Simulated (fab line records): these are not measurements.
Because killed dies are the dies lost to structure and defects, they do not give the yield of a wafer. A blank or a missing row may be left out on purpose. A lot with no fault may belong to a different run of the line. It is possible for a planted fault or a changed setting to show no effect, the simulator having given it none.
fab line records	flow n5-finfet
record lots=24	wafers=72	last-day=19
route steps=1938 shown MOL_CONTACT_COAG@573 BEOL_M0_SAQP@635
lots with no fault: from the same line, run without faults
start-h: hours from the record's opening day to when the first of the lot's shown wafers began	wait-h: how many hours have passed since the lot's step before this one	" the same as in the row above	L1.1+2: a row that stands for several wafers	- no value present, or no start provided	* or withheld: withheld	< > ~ a bound
route shown NAME@n: a module of which the file shows steps, and the number in the route of the first	usual: mean and standard deviation over wafers with no fault	same: alike in all rows	chamber/n: place in a boat	sites: the reading at each site	_std_site: the values' standard deviation	_edge_site: mean of outer sites minus mean of inner sites	radius-mm: how far each site lies from the wafer's centre	mask NAME#n: copy n	behind: the tool/chamber that last shaped the wafer	hold: the reason the lot was held/the length of the hold in hours/how it ended	device: the transistor (n, p or np) that didn't switch	end of line: tests of these same wafers at the route's end	step lacking rows: just its recipe	killed: dies lost to structure and defects at the first sort, not the wafer's yield	map: shows each die of a wafer: x if killed, . if not, _ if none is there
set.NAME: the setting the step ran with; set.NAME@STEP: the setting that earlier step ran with	model.NAME: the simulator's own value behind a step, which no gauge read
route steps across a sampled set of lots; one table per step, one row per wafer
services: from which hour (start-h, from the record's first day; less than 0 if before it) a tool's chamber was out of use, for how many hours, and why
## steps
# step N5_MOL_CONTACT_COAG_CD_MEAS_84
# recipe target-cd-nm=25.1	landing-energy-ev=500	detector=se-inlens	polarity=opening
# usual cd-nm=25.08/0.26
lot.wafer	tool	chamber	start-h	wait-h	cd-nm
L074.2	cd-sem-01	0	102.25	-	25.57
L074.4	"	0	"	"	25.51
L074.5	"	0	"	"	25.48
L075.1	cd-sem-03	0	109.17	-	24.95
L075.3	"	0	"	"	24.89
L075.5	"	0	"	"	24.67
L076.1	cd-sem-02	0	117.98	-	24.55
L076.2	"	0	"	"	25.27
L076.6	"	0	"	"	25.51
L078.1	cd-sem-03	0	122.22	-	24.98
L078.2	"	0	"	"	25.02
L078.6	"	0	"	"	25.14
L077.2	cd-sem-03	0	124.61	-	25.33
L077.3	"	0	"	"	25.37
L077.4	"	0	"	"	25.20
L079.3	cd-sem-03	0	130.79	-	25.56
L079.4	"	0	"	"	24.85
L079.6	"	0	"	"	24.95
L080.1	cd-sem-01	0	134.36	-	24.92
L080.2	"	0	"	"	24.90
L080.6	"	0	"	"	25.32
L081.2	cd-sem-03	0	143.03	-	25.12
L081.3	"	0	"	"	24.76
L081.5	"	0	"	"	25.05
L082.2	cd-sem-03	0	150.60	-	25.36
L082.5	"	0	"	"	24.97
L082.6	"	0	"	"	25.01
L083.1	cd-sem-01	0	157.89	-	24.91
L083.2	"	0	"	"	25.26
L083.3	"	0	"	"	25.07
L084.1	cd-sem-02	0	170.54	-	25.16
L084.3	"	0	"	"	25.07
L084.6	"	0	"	"	25.36
L085.1	cd-sem-01	0	175.89	-	25.26
L085.2	"	0	"	"	25.09
L085.6	"	0	"	"	25.31
L086.4	cd-sem-03	0	178.71	-	24.90
L086.5	"	0	"	"	25.10
L086.6	"	0	"	"	24.84
L087.1	cd-sem-02	0	183.17	-	24.88
L087.3	"	0	"	"	24.63
L087.5	"	0	"	"	24.67
L088.2	cd-sem-02	0	191.43	-	25.30
L088.3	"	0	"	"	25.26
L088.6	"	0	"	"	25.21
L089.3	cd-sem-03	0	197.58	-	24.66
L089.4	"	0	"	"	24.98
L089.6	"	0	"	"	25.76
L090.1	cd-sem-03	0	197.83	-	25.04
L090.4	"	0	"	"	25.33
L090.6	"	0	"	"	24.91
L092.1	cd-sem-01	0	204.09	-	24.77
L092.4	"	0	"	"	24.98
L092.5	"	0	"	"	25.05
L091.1	cd-sem-02	0	208.15	-	25.14
L091.3	"	0	"	"	24.90
L091.4	"	0	"	"	24.66
L093.1	cd-sem-01	0	218.38	-	25.19
L093.4	"	0	"	"	25.08
L093.5	"	0	"	"	24.90
L094.2	cd-sem-01	0	222.02	-	24.92
L094.5	"	0	"	"	24.94
L094.6	"	0	"	"	24.94
L095.1	cd-sem-02	0	225.44	-	25.28
L095.3	"	0	"	"	25.10
L095.4	"	0	"	"	24.81
L096.4	cd-sem-01	0	232.39	-	25.17
L096.5	"	0	"	"	24.90
L096.6	"	0	"	"	24.98
L097.1	cd-sem-02	0	240.12	-	25.27
L097.2	"	0	"	"	24.70
L097.5	"	0	"	"	24.91
# step N5_MOL_CONTACT_COAG_ETCHBACK_135
# recipe chemistry=CHF3	target=SiO2	target-depth-a=250	time-s=16.7	ion-energy-ev=200	pressure-mtorr=30	source-w=610	bias-w=170	Ar_flow_sccm=200	CHF3_flow_sccm=50
# usual bias-w=170.0/0.55	chamber-pressure-mTorr=29.999/0.028	drypump-motor-current-A=5.9/0.42	oes-product-au=0.77/0.068	rf-vpp-V=520/14	showerhead-plenum-p-Torr=2.39/0.065	throttle-valve-pct=18.77/0.25
lot.wafer	tool	chamber	start-h	wait-h	bias-w	chamber-pressure-mTorr	drypump-motor-current-A	oes-product-au	rf-hours-counter-h	rf-vpp-V	showerhead-plenum-p-Torr	throttle-valve-pct
L074.2	rie-diel-06	3	102.99	0.0	170.2	29.936	5.3	0.89	12	526	2.46	18.76
L074.4	"	1	"	"	170.3	29.990	6.5	0.72	212	537	2.46	19.04
L074.5	"	2	"	"	169.8	29.942	5.4	0.75	-	508	2.36	18.55
L075.1	rie-diel-03	2	109.79	0.0	170.6	29.991	5.4	0.74	154	532	2.36	18.42
L075.3	"	0	"	"	170.3	30.010	6.1	0.74	149	491	2.40	19.09
L075.5	"	2	"	"	170.5	30.012	5.4	0.74	-	531	2.36	18.43
L076.1	rie-diel-01	2	118.64	0.0	169.4	30.049	6.2	0.95	12	524	2.44	18.79
L076.2	"	3	"	"	169.7	30.019	6.1	0.74	207	538	2.36	19.09
L076.6	"	1	"	"	169.8	30.009	5.9	0.72	-	526	2.30	18.74
L078.1	rie-diel-03	3	122.78	0.0	169.7	29.974	6.3	0.87	59	524	2.32	18.25
L078.2	"	0	"	"	169.9	29.990	6.1	0.73	155	491	2.40	19.09
L078.6	"	3	"	"	169.8	29.979	6.3	0.86	-	522	2.32	18.26
L077.2	rie-diel-06	1	125.35	0.0	170.3	29.995	6.5	0.71	220	537	2.46	19.07
L077.3	"	3	"	"	170.2	29.939	5.3	0.86	20	527	2.46	18.78
L077.4	"	2	"	"	170.1	29.951	5.4	0.74	175	505	2.36	18.56
L079.3	rie-diel-06	1	131.35	0.0	169.6	30.005	6.5	0.71	221	537	2.46	19.07
L079.4	"	0	"	"	169.4	29.963	5.7	0.80	104	499	2.51	18.77
L079.6	"	3	"	"	170.1	30.047	5.3	0.88	-	527	2.46	18.78
L080.1	rie-diel-01	1	134.92	0.0	170.1	29.937	5.9	0.73	155	525	2.30	18.76
L080.2	"	0	"	"	170.1	30.021	6.5	0.77	126	527	2.47	18.74
L080.6	"	2	"	"	169.4	29.998	6.2	0.94	-	523	2.44	18.79
L081.2	rie-diel-01	2	143.98	0.0	170.5	30.034	6.2	0.94	19	524	2.44	18.79
L081.3	"	1	"	"	169.4	29.977	5.9	0.71	158	526	2.29	18.76
L081.5	"	0	"	"	170.4	29.983	6.5	0.77	-	528	2.47	18.74
L082.2	rie-diel-03	0	151.17	0.0	169.1	29.961	6.1	0.73	165	491	2.39	19.13
L082.5	"	3	"	"	169.9	29.946	6.3	0.85	-	522	2.31	18.28
L082.6	"	0	"	"	170.0	29.990	6.1	0.72	-	490	2.39	19.12
L083.1	rie-diel-03	0	158.45	0.0	168.9	30.019	6.1	0.72	167	490	2.39	19.11
L083.2	"	3	"	"	170.1	29.989	6.3	0.84	71	522	2.31	18.28
L083.3	"	2	"	"	170.1	30.035	5.4	0.72	173	531	2.36	18.46
L084.1	rie-diel-01	2	171.14	0.0	170.1	30.026	6.2	0.91	28	523	2.43	18.81
L084.3	"	3	"	"	169.5	29.984	6.1	0.73	223	539	2.35	19.11
L084.6	"	2	"	"	170.5	30.027	6.2	0.91	-	523	2.43	18.81
L085.1	rie-diel-01	3	176.50	0.0	169.4	29.996	6.1	0.73	225	537	2.35	19.12
L085.2	"	0	"	"	170.5	30.022	6.4	0.75	141	530	2.47	18.76
L085.6	"	2	"	"	169.5	29.986	6.2	0.92	-	525	2.43	18.81
L086.4	rie-diel-03	2	179.27	0.0	171.3	29.987	5.4	0.72	181	531	2.35	18.48
L086.5	"	3	"	"	169.6	30.017	6.3	0.84	-	521	2.31	18.30
L086.6	"	0	"	"	170.9	30.021	6.1	0.71	-	491	2.39	19.13
L087.1	rie-diel-06	3	184.15	0.0	169.8	29.991	5.3	0.84	38	527	2.45	18.81
L087.3	"	0	"	"	170.6	29.987	5.7	0.79	122	499	2.50	18.81
L087.5	"	3	"	"	169.6	30.032	5.3	0.85	-	526	2.45	18.81
L088.2	rie-diel-06	2	192.49	0.0	169.1	30.008	5.4	0.72	197	506	2.35	18.59
L088.3	"	3	"	"	170.1	30.017	5.3	0.83	41	526	2.45	18.83
L088.6	"	3	"	"	170.2	30.018	5.3	0.84	-	526	2.45	18.81
L089.3	rie-diel-06	3	198.80	0.0	170.1	29.999	5.3	0.82	43	525	2.45	18.81
L089.4	"	2	"	"	170.7	30.043	5.4	0.72	199	506	2.35	18.60
L089.6	"	3	"	"	170.4	29.981	5.3	0.83	-	527	2.45	18.83
L090.1	rie-diel-03	0	198.95	0.0	169.2	30.022	6.1	0.70	180	492	2.39	19.13
L090.4	"	2	"	"	170.4	29.994	5.4	0.71	188	533	2.35	18.47
L090.6	"	1	"	"	169.7	30.016	5.5	0.82	-	520	2.41	18.91
L092.1	rie-diel-03	1	204.65	0.0	169.8	29.948	5.5	0.81	82	517	2.41	18.91
L092.4	"	3	"	"	170.3	30.002	6.3	0.83	86	521	2.31	18.31
L092.5	"	3	"	"	169.9	30.000	6.3	0.83	-	521	2.31	18.31
L091.1	rie-diel-03	0	208.81	0.0	169.2	30.022	6.1	0.71	183	491	2.39	19.15
L091.3	"	2	"	"	169.6	29.980	5.4	0.71	192	532	2.35	18.49
L091.4	"	3	"	"	169.7	30.032	6.3	0.83	88	522	2.31	18.31
L093.1	rie-diel-01	2	218.98	0.0	170.6	29.994	6.2	0.88	44	523	2.43	18.85
L093.4	"	0	"	"	169.9	30.019	6.4	0.74	156	528	2.46	18.79
L093.5	"	1	"	"	169.9	29.997	5.9	0.70	-	526	2.28	18.81
L094.2	rie-diel-01	3	222.78	0.0	170.7	29.980	6.1	0.71	240	538	2.35	19.13
L094.5	"	0	"	"	169.4	30.026	6.5	0.75	-	529	2.46	18.79
L094.6	"	1	"	"	170.0	30.015	5.9	0.71	-	526	2.28	18.81
L095.1	rie-diel-01	3	226.04	0.0	170.1	29.998	6.2	0.72	241	538	2.35	19.12
L095.3	"	0	"	"	170.0	29.973	6.4	0.75	158	527	2.46	18.80
L095.4	"	2	"	"	171.0	30.033	6.2	0.89	46	523	2.43	18.85
L096.4	rie-diel-01	1	232.95	0.0	170.1	29.999	5.9	0.70	189	527	2.28	18.83
L096.5	"	1	"	"	169.7	29.993	6.0	0.70	-	526	2.28	18.80
L096.6	"	2	"	"	170.1	29.973	6.2	0.88	-	521	2.42	18.85
L097.1	rie-diel-06	0	240.68	0.0	170.1	30.054	5.7	0.77	143	498	2.49	18.83
L097.2	"	2	"	"	169.3	30.019	5.4	0.70	215	505	2.35	18.61
L097.5	"	2	"	"	170.9	30.029	5.4	0.70	-	507	2.35	18.62
# step N5_MOL_CONTACT_COAG_STRIP_72
# recipe chemistry=N2/H2	power-w=450	temp-c=40	pressure-mtorr=20	rf-frequency-hz=6e+07	overash-fraction=3	bias-power-w=7	h2-frac=0.5	n2-flow-sccm=200	h2-flow-sccm=200
# usual chamber-pressure-mTorr=20.00/0.043	drypump-motor-current-A=6.0/0.4	oes-product-au=0.78/0.075	rf-vpp-V=59.2/2	showerhead-plenum-p-Torr=2.54/0.074	throttle-valve-pct=23.6/0.3
lot.wafer	tool	chamber	start-h	wait-h	chamber-pressure-mTorr	drypump-motor-current-A	oes-product-au	rf-hours-counter-h	rf-vpp-V	showerhead-plenum-p-Torr	throttle-valve-pct
L074.2	rie-diel-01	2	104.43	0.0	20.03	6.2	0.98	7	59.8	2.60	23.6
L074.4	"	0	"	"	19.97	6.5	0.81	116	57.0	2.65	23.8
L074.5	"	2	"	"	19.99	6.2	0.98	-	60.5	2.60	23.6
L075.1	rie-diel-03	0	111.33	0.0	20.05	6.1	0.75	150	62.8	2.50	23.6
L075.3	"	2	"	"	19.89	5.4	0.76	155	61.1	2.56	23.7
L075.5	"	3	"	"	20.01	6.3	0.89	-	57.6	2.47	23.1
L076.1	rie-diel-06	1	120.45	0.0	20.03	6.5	0.73	218	60.0	2.62	24.0
L076.2	"	0	"	"	19.96	5.7	0.83	101	56.1	2.65	23.2
L076.6	"	1	"	"	19.98	6.5	0.73	-	58.7	2.62	24.0
L078.1	rie-diel-03	0	124.71	0.0	20.02	6.1	0.73	156	58.7	2.50	23.6
L078.2	"	2	"	"	20.01	5.3	0.75	161	59.0	2.55	23.7
L078.6	"	2	"	"	19.95	5.4	0.76	-	57.9	2.55	23.7
L077.2	rie-diel-01	1	126.81	0.0	19.92	5.9	0.71	152	56.7	2.41	23.1
L077.3	"	2	"	"	20.06	6.2	0.95	14	59.5	2.60	23.6
L077.4	"	0	"	"	20.01	6.5	0.79	124	59.9	2.65	23.8
L079.3	rie-diel-03	2	132.85	0.0	20.02	5.3	0.74	164	59.2	2.55	23.7
L079.4	"	1	"	"	20.02	5.5	0.85	57	60.1	2.59	23.6
L079.6	"	3	"	"	20.05	6.3	0.88	-	57.7	2.47	23.2
L080.1	rie-diel-03	1	137.19	0.0	20.02	5.5	0.83	59	60.4	2.59	23.6
L080.2	"	0	"	"	20.05	6.1	0.72	161	58.5	2.50	23.6
L080.6	"	0	"	"	19.98	6.1	0.72	-	56.2	2.50	23.6
L081.2	rie-diel-06	3	145.98	0.0	19.97	5.3	0.87	24	60.9	2.58	23.5
L081.3	"	1	"	"	20.03	6.5	0.70	226	59.4	2.62	24.1
L081.5	"	2	"	"	19.99	5.3	0.75	-	58.7	2.54	23.4
L082.2	rie-diel-03	0	152.70	0.0	20.05	6.1	0.73	166	59.1	2.50	23.6
L082.5	"	1	"	"	19.97	5.4	0.82	-	60.7	2.59	23.6
L082.6	"	0	"	"	20.00	6.1	0.73	-	60.2	2.50	23.6
L083.1	rie-diel-01	0	160.05	0.0	20.00	6.5	0.79	135	55.3	2.64	23.8
L083.2	"	3	"	"	20.01	6.1	0.70	219	58.8	2.51	24.1
L083.3	"	2	"	"	19.95	6.2	0.93	24	57.4	2.59	23.6
L084.1	rie-diel-06	2	172.85	0.0	20.01	5.4	0.75	191	58.0	2.53	23.5
L084.3	"	1	"	"	20.01	6.5	0.70	236	57.3	2.61	24.0
L084.6	"	1	"	"	19.98	6.5	0.71	-	58.6	2.61	24.0
L085.1	rie-diel-06	0	178.05	0.0	20.00	5.8	0.81	121	56.5	2.64	23.2
L085.2	"	3	"	"	20.04	5.3	0.84	36	61.1	2.58	23.5
L085.6	"	1	"	"	20.02	6.5	0.70	-	63.3	2.61	24.0
L086.4	rie-diel-01	2	180.71	0.0	20.01	6.3	0.91	31	62.0	2.59	23.6
L086.5	"	1	"	"	19.97	5.9	0.72	-	60.4	2.40	23.2
L086.6	"	2	"	"	19.98	6.2	0.92	-	61.9	2.59	23.6
L087.1	rie-diel-01	1	186.05	0.0	20.05	6.0	0.72	173	57.9	2.40	23.2
L087.3	"	3	"	"	19.97	6.1	0.69	228	55.1	2.51	24.1
L087.5	"	0	"	"	20.00	6.5	0.78	-	59.7	2.64	23.8
L088.2	rie-diel-03	1	195.38	0.0	19.94	5.5	0.80	79	62.7	2.58	23.7
L088.3	"	0	"	"	20.06	6.1	0.72	179	59.6	2.49	23.6
L088.6	"	0	"	"	20.05	6.1	0.71	-	60.6	2.49	23.6
L089.3	rie-diel-01	2	200.24	0.0	20.02	6.2	0.91	38	59.9	2.59	23.7
L089.4	"	3	"	"	20.05	6.1	0.70	232	58.8	2.50	24.1
L089.6	"	1	"	"	20.00	5.9	0.72	-	58.5	2.40	23.2
L090.1	rie-diel-01	2	201.07	0.0	20.01	6.3	0.91	38	60.6	2.59	23.6
L090.4	"	0	"	"	20.02	6.5	0.78	150	58.9	2.64	23.8
L090.6	"	0	"	"	19.99	6.5	0.78	-	55.1	2.64	23.8
L092.1	rie-diel-03	0	206.23	0.0	19.96	6.1	0.71	182	58.4	2.49	23.6
L092.4	"	3	"	"	20.00	6.3	0.86	87	60.0	2.45	23.2
L092.5	"	3	"	"	19.97	6.3	0.83	-	59.7	2.45	23.2
L091.1	rie-diel-03	2	210.22	0.0	19.97	5.4	0.74	192	61.6	2.54	23.7
L091.3	"	3	"	"	20.03	6.3	0.86	88	56.2	2.45	23.2
L091.4	"	1	"	"	19.96	5.5	0.80	84	57.8	2.58	23.6
L093.1	rie-diel-01	3	220.65	0.0	19.98	6.1	0.70	239	55.9	2.50	24.1
L093.4	"	1	"	"	19.95	5.9	0.72	185	61.2	2.39	23.2
L093.5	"	2	"	"	20.09	6.3	0.88	-	61.9	2.58	23.6
L094.2	rie-diel-01	1	224.90	0.0	19.94	5.9	0.70	186	56.1	2.39	23.2
L094.5	"	1	"	"	20.06	5.9	0.70	-	58.2	2.39	23.2
L094.6	"	2	"	"	19.94	6.2	0.89	-	63.6	2.58	23.7
L095.1	rie-diel-03	3	227.44	0.0	20.05	6.3	0.86	92	54.6	2.45	23.2
L095.3	"	1	"	"	20.11	5.4	0.80	89	60.5	2.57	23.6
L095.4	"	0	"	"	20.08	6.1	0.70	188	59.8	2.49	23.6
L096.4	rie-diel-01	1	234.44	0.0	19.97	6.0	0.70	189	58.0	2.39	23.2
L096.5	"	3	"	"	19.96	6.1	0.69	-	61.9	2.50	24.2
L096.6	"	0	"	"	19.96	6.5	0.77	-	62.8	2.63	23.8
L097.1	rie-diel-06	0	242.38	0.0	19.96	5.7	0.79	144	58.7	2.63	23.2
L097.2	"	3	"	"	20.03	5.3	0.81	60	60.6	2.57	23.5
L097.5	"	0	"	"	20.03	5.7	0.78	-	57.0	2.63	23.2
# step N5_MOL_CONTACT_COAG_STRIP_49
# recipe chemistry=N2/H2	time-s=30	power-w=1000	temp-c=250	pressure-mtorr=withheld	n2-flow-sccm=1750	h2-flow-sccm=3250
# usual drypump-motor-current-A=5.2/0.33	heater-power-w=330/42
lot.wafer	tool	chamber	start-h	wait-h	drypump-motor-current-A	heater-power-w	rf-hours-counter-h
L074.2	plasma-asher-02	0	104.51	-	5.7	348	43
L074.4	"	0	"	"	5.7	350	-
L074.5	"	0	"	"	5.7	351	-
L075.1	plasma-asher-01	1	111.41	-	4.9	345	89
L075.3	"	1	"	"	4.9	332	-
L075.5	"	0	"	"	4.9	381	-
L076.1	plasma-asher-01	1	120.53	-	4.9	335	90
L076.2	"	0	"	"	4.9	360	90
L076.6	"	1	"	"	4.9	337	-
L078.1	plasma-asher-01	0	124.79	-	4.9	369	91
L078.2	"	1	"	"	4.9	333	91
L078.6	"	0	"	"	4.9	375	-
L077.2	plasma-asher-01	0	126.89	-	4.9	366	91
L077.3	"	0	"	"	4.9	368	-
L077.4	"	1	"	"	4.9	337	-
L079.3	plasma-asher-02	1	132.95	-	5.4	263	-
L079.4	"	0	"	"	5.7	353	-
L079.6	"	0	"	"	5.7	360	-
L080.1	plasma-asher-02	1	137.27	-	5.4	264	50
L080.2	"	0	"	"	5.7	360	50
L080.6	"	0	"	"	5.7	355	-
L081.2	plasma-asher-02	0	146.06	-	5.7	357	51
L081.3	"	1	"	"	5.4	265	-
L081.5	"	1	"	"	5.5	262	-
L082.2	plasma-asher-02	0	152.78	-	5.7	361	53
L082.5	"	1	"	"	5.4	268	-
L082.6	"	0	"	"	5.7	350	-
L083.1	plasma-asher-02	0	160.13	-	5.7	348	55
L083.2	"	1	"	"	5.4	262	55
L083.3	"	1	"	"	5.4	259	-
L084.1	plasma-asher-01	1	173.39	-	4.9	327	103
L084.3	"	0	"	"	4.9	366	-
L084.6	"	0	"	"	4.9	372	-
L085.1	plasma-asher-01	1	178.13	-	4.9	343	104
L085.2	"	0	"	"	4.9	374	104
L085.6	"	0	"	"	4.9	372	-
L086.4	plasma-asher-01	1	180.81	-	4.9	329	-
L086.5	"	1	"	"	4.9	333	-
L086.6	"	0	"	"	4.9	365	-
L087.1	plasma-asher-01	1	186.26	-	5.0	337	108
L087.3	"	0	"	"	4.9	368	-
L087.5	"	0	"	"	4.9	367	-
L088.2	plasma-asher-01	1	195.46	-	4.9	335	110
L088.3	"	1	"	"	4.9	336	-
L088.6	"	0	"	"	4.9	369	-
L089.3	plasma-asher-02	1	200.34	-	5.4	256	-
L089.4	"	0	"	"	5.7	353	-
L089.6	"	0	"	"	5.7	361	-
L090.1	plasma-asher-02	0	201.15	-	5.7	358	57
L090.4	"	0	"	"	5.7	347	-
L090.6	"	1	"	"	5.4	268	-
L092.1	plasma-asher-02	0	206.31	-	5.7	365	59
L092.4	"	1	"	"	5.4	262	-
L092.5	"	1	"	"	5.4	260	-
L091.1	plasma-asher-01	1	210.30	-	4.9	341	113
L091.3	"	1	"	"	4.9	330	-
L091.4	"	0	"	"	4.9	371	-
L093.1	plasma-asher-02	0	220.73	-	5.7	361	61
L093.4	"	0	"	"	5.7	356	-
L093.5	"	0	"	"	5.7	355	-
L094.2	plasma-asher-01	0	224.98	-	4.9	376	115
L094.5	"	0	"	"	4.9	372	-
L094.6	"	1	"	"	4.9	338	-
L095.1	plasma-asher-02	1	227.53	-	5.4	266	62
L095.3	"	1	"	"	5.4	260	-
L095.4	"	0	"	"	5.7	356	-
L096.4	plasma-asher-01	1	234.54	-	4.9	331	-
L096.5	"	0	"	"	4.9	355	-
L096.6	"	1	"	"	4.9	327	-
L097.1	plasma-asher-02	1	242.46	-	5.4	258	65
L097.2	"	0	"	"	5.7	353	65
L097.5	"	1	"	"	5.4	263	-
# step N5_MOL_CONTACT_COAG_CD_MEAS_101
# recipe target-cd-nm=16
# usual cd-nm=15.9/0.48
lot.wafer	tool	chamber	start-h	wait-h	cd-nm
L074.2	cd-sem-02	-	104.66	0.0	16.0
L074.4	"	-	"	"	16.1
L074.5	"	-	"	"	15.6
L075.1	cd-sem-01	-	111.56	0.0	16.9
L075.3	"	-	"	"	16.3
L075.5	"	-	"	"	15.9
L076.1	cd-sem-02	-	120.68	0.0	15.2
L076.2	"	-	"	"	16.2
L076.6	"	-	"	"	16.2
L078.1	cd-sem-01	-	124.94	0.0	15.5
L078.2	"	-	"	"	16.0
L078.6	"	-	"	"	15.3
L077.2	cd-sem-03	-	127.04	0.0	15.1
L077.3	"	-	"	"	15.2
L077.4	"	-	"	"	15.6
L079.3	cd-sem-03	-	133.08	0.0	16.1
L079.4	"	-	"	"	15.1
L079.6	"	-	"	"	15.5
L080.1	cd-sem-02	-	137.41	0.0	16.0
L080.2	"	-	"	"	15.7
L080.6	"	-	"	"	15.4
L081.2	cd-sem-03	-	146.21	0.0	15.5
L081.3	"	-	"	"	15.8
L081.5	"	-	"	"	15.8
L082.2	cd-sem-02	-	152.94	0.0	15.6
L082.5	"	-	"	"	15.6
L082.6	"	-	"	"	15.3
L083.1	cd-sem-03	-	160.28	0.0	15.6
L083.2	"	-	"	"	15.8
L083.3	"	-	"	"	15.9
L084.1	cd-sem-01	-	173.54	0.0	15.8
L084.3	"	-	"	"	16.0
L084.6	"	-	"	"	15.8
L085.1	cd-sem-03	-	178.27	0.0	16.0
L085.2	"	-	"	"	16.5
L085.6	"	-	"	"	16.0
L086.4	cd-sem-02	-	180.94	0.0	16.1
L086.5	"	-	"	"	15.6
L086.6	"	-	"	"	15.4
L087.1	cd-sem-01	-	186.40	0.0	15.2
L087.3	"	-	"	"	16.1
L087.5	"	-	"	"	15.6
L088.2	cd-sem-01	-	195.61	0.0	16.7
L088.3	"	-	"	"	17.1
L088.6	"	-	"	"	16.5
L089.3	cd-sem-02	-	200.47	0.0	16.2
L089.4	"	-	"	"	16.3
L089.6	"	-	"	"	16.7
L090.1	cd-sem-02	-	201.30	0.0	16.1
L090.4	"	-	"	"	15.6
L090.6	"	-	"	"	15.8
L092.1	cd-sem-02	-	206.45	0.0	15.8
L092.4	"	-	"	"	15.4
L092.5	"	-	"	"	15.0
L091.1	cd-sem-01	-	210.45	0.0	16.8
L091.3	"	-	"	"	15.5
L091.4	"	-	"	"	16.1
L093.1	cd-sem-03	-	220.88	0.0	16.0
L093.4	"	-	"	"	15.9
L093.5	"	-	"	"	16.2
L094.2	cd-sem-02	-	225.14	0.0	15.8
L094.5	"	-	"	"	15.8
L094.6	"	-	"	"	16.1
L095.1	cd-sem-02	-	227.67	0.0	15.2
L095.3	"	-	"	"	15.0
L095.4	"	-	"	"	15.3
L096.4	cd-sem-02	-	234.67	0.0	16.0
L096.5	"	-	"	"	15.6
L096.6	"	-	"	"	16.2
L097.1	cd-sem-03	-	242.61	0.0	16.1
L097.2	"	-	"	"	15.5
L097.5	"	-	"	"	15.7
# step N5_BEOL_M0_SAQP_PECVD_03
# recipe material=SiCN	target-thk-a=120	temp-c=withheld	precursor=3MS/NH3	pressure-torr=3	rf-w=202	time-s=21.1
# usual showerhead-plenum-p-Torr=3.671/0.012	throttle-valve-pct=9.1/0.51
lot.wafer	tool	chamber	start-h	wait-h	showerhead-plenum-p-Torr	throttle-valve-pct
L074.2	pecvd-04	1	136.41	0.1	3.684	10.1
L074.4	"	0	"	"	3.681	9.2
L074.5	"	2	"	"	3.655	9.1
L075.1	pecvd-04	1	137.01	0.1	3.679	10.0
L075.3	"	0	"	"	3.671	9.4
L075.5	"	1	"	"	3.675	9.8
L076.1	pecvd-01	0	137.11	0.1	3.658	9.2
L076.2	"	1	"	"	3.686	8.8
L076.6	"	0	"	"	3.643	9.2
L078.1	pecvd-01	1	137.34	0.1	3.691	8.7
L078.2	"	2	"	"	3.660	8.8
L078.6	"	2	"	"	3.656	8.9
L077.2	pecvd-04	2	137.44	0.1	3.664	9.0
L077.3	"	1	"	"	3.667	10.2
L077.4	"	0	"	"	3.679	9.5
L079.3	pecvd-04	0	139.17	0.1	3.687	9.7
L079.4	"	1	"	"	3.681	10.0
L079.6	"	2	"	"	3.663	8.9
L080.1	pecvd-01	0	144.02	0.1	3.654	9.1
L080.2	"	1	"	"	3.676	8.8
L080.6	"	2	"	"	3.661	8.8
L081.2	pecvd-02	2	151.48	0.1	3.679	8.1
L081.3	"	1	"	"	3.659	9.1
L081.5	"	1	"	"	3.651	8.6
L082.2	pecvd-01	0	159.85	0.1	3.655	8.9
L082.5	"	2	"	"	3.655	8.6
L082.6	"	0	"	"	3.656	9.3
L083.1	pecvd-02	2	165.25	0.1	3.682	8.1
L083.2	"	1	"	"	3.661	9.0
L083.3	"	0	"	"	3.684	8.7
L084.1	pecvd-04	2	178.66	0.1	3.669	8.9
L084.3	"	1	"	"	3.681	10.2
L084.6	"	0	"	"	3.679	9.5
L085.1	pecvd-04	2	184.30	0.1	3.667	9.2
L085.2	"	1	"	"	3.667	10.2
L085.6	"	1	"	"	3.673	10.2
L086.4	pecvd-02	1	187.82	0.1	3.656	8.8
L086.5	"	2	"	"	3.677	8.2
L086.6	"	0	"	"	3.685	8.9
L087.1	pecvd-01	1	191.16	0.1	3.664	8.7
L087.3	"	2	"	"	3.663	8.9
L087.5	"	1	"	"	3.678	8.7
L088.2	pecvd-02	0	200.70	0.1	3.677	8.7
L088.3	"	1	"	"	3.649	8.9
L088.6	"	2	"	"	3.673	8.2
L089.3	pecvd-04	0	205.67	0.1	3.683	9.6
L089.4	"	0	"	"	3.677	9.3
L089.6	"	2	"	"	3.668	8.5
L090.1	pecvd-02	2	208.23	0.1	3.674	8.3
L090.4	"	2	"	"	3.673	8.2
L090.6	"	0	"	"	3.683	8.9
L092.1	pecvd-01	1	211.51	0.1	3.673	8.8
L092.4	"	1	"	"	3.670	8.7
L092.5	"	0	"	"	3.648	9.4
L091.1	pecvd-04	2	215.02	0.1	3.658	9.0
L091.3	"	0	"	"	3.686	9.6
L091.4	"	2	"	"	3.676	8.8
L093.1	pecvd-02	1	226.06	0.1	3.660	9.1
L093.4	"	1	"	"	3.651	8.8
L093.5	"	2	"	"	3.668	8.2
L094.2	pecvd-04	2	231.72	0.1	3.669	9.1
L094.5	"	2	"	"	3.665	9.0
L094.6	"	0	"	"	3.680	9.6
L095.1	pecvd-04	0	234.55	0.1	3.696	9.5
L095.3	"	2	"	"	3.670	8.8
L095.4	"	0	"	"	3.682	9.6
L096.4	pecvd-04	0	239.18	0.1	3.687	9.6
L096.5	"	2	"	"	3.670	9.0
L096.6	"	0	"	"	3.683	9.4
L097.1	pecvd-02	1	247.10	0.1	3.665	8.8
L097.2	"	2	"	"	3.680	8.1
L097.5	"	1	"	"	3.657	9.1
## services
tool	chamber	start-h	hours	kind
pecvd-02	-	81.23	0.8	repair
pecvd-01	-	83.93	2.7	repair
pecvd-02	2	87.11	2.1	scheduled-down
rie-diel-03	1	92.41	36.0	repair
pecvd-04	1	94.15	4.8	repair
plasma-asher-02	-	134.18	1.1	repair
pecvd-01	1	155.76	5.5	scheduled-down
plasma-asher-02	-	163.55	28.1	pm
pecvd-01	0	196.20	4.1	repair
pecvd-01	2	202.38	-	clean
pecvd-01	2	202.38	-	consumable-replace:showerhead
pecvd-01	2	202.38	29.0	scheduled-down
pecvd-01	2	202.38	29.0	vent-cycle
rie-diel-06	1	220.53	-	clean
rie-diel-06	1	220.53	-	consumable-replace:focus-ring
rie-diel-06	1	220.53	20.2	scheduled-down
rie-diel-06	1	220.53	20.2	vent-cycle
rie-diel-03	-	222.26	2.8	pm
pecvd-04	1	225.77	26.1	repair
plasma-asher-02	-	234.46	1.5	repair
## key
fault none
